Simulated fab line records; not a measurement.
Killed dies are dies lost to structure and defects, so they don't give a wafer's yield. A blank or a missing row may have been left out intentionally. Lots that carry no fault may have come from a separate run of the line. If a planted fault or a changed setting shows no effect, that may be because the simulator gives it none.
Chamber matching ; flow nand-harc ; 4 sister chambers for NHARC_P_GATE_DESCUM_48 on rie-diel-09
The step chemistry O2, time 3 s. 14 wafers are shown with their chamber, then 6 later ones without.

EACH WAFER AND ITS CHAMBER
wafer;chamber;showerhead-plenum-p-Torr (Torr);drypump-motor-current-A (A);oes-product-au (a.u.)
L575.1;1;1.82;5.47;0.999
L575.2;2;1.78;6.02;0.985
L575.6;2;1.78;6.00;1.000
L577.1;1;1.82;5.48;1.000
L577.2;3;1.96;6.10;1.001
L577.5;3;1.96;6.09;1.003
L584.4;2;1.78;5.97;0.998
L584.6;2;1.78;5.97;0.987
L589.4;0;1.82;5.75;0.986
L589.5;2;1.78;6.01;0.996
L589.6;1;1.82;5.49;1.004
L588.1;1;1.81;5.48;1.014
L588.2;2;1.78;6.01;0.996
L588.4;0;1.82;5.81;0.994

SIGNATURES, as means of the wafers listed above
reading;chamber 0;chamber 1;chamber 2;chamber 3;scatter within a chamber
showerhead-plenum-p-Torr;1.8200;1.8175;1.7800;1.9600;0.00274
drypump-motor-current-A;5.7800;5.4800;5.9967;6.0950;0.0209
oes-product-au;0.99000;1.00425;0.99367;1.00200;0.00603
Rule: a wafer lies at a distance from a chamber equal to the root of the sum of squares, over the readings, of (its reading less the chamber's mean, divided by the reading's scatter). If the next closest chamber is less than 2 further off than the closest, the wafer can't be placed; otherwise it belongs to the closest. The scatter: the root of (the sum of the squares of (reading less its chamber's mean) over the shown wafers, divided by (wafers less chambers)).

WAFERS WITHOUT THEIR CHAMBER
wafer;showerhead-plenum-p-Torr (Torr);drypump-motor-current-A (A);oes-product-au (a.u.)
L596.3;1.82;5.77;0.971
L596.5;1.82;5.78;0.969
L596.6;1.81;5.49;0.997
L597.1;1.77;6.00;1.003
L597.2;1.95;6.08;1.001
L597.4;1.81;5.45;1.006

THE CHAMBER EACH PASSED THROUGH
wafer;from the rows above;in truth
L596.3;0;0
L596.5;0;0
L596.6;1;1
L597.1;2;2
L597.2;3;3
L597.4;1;1
Correct placement for 6 of the 6. Not placeable from these rows: 0. 0 placed wrongly.
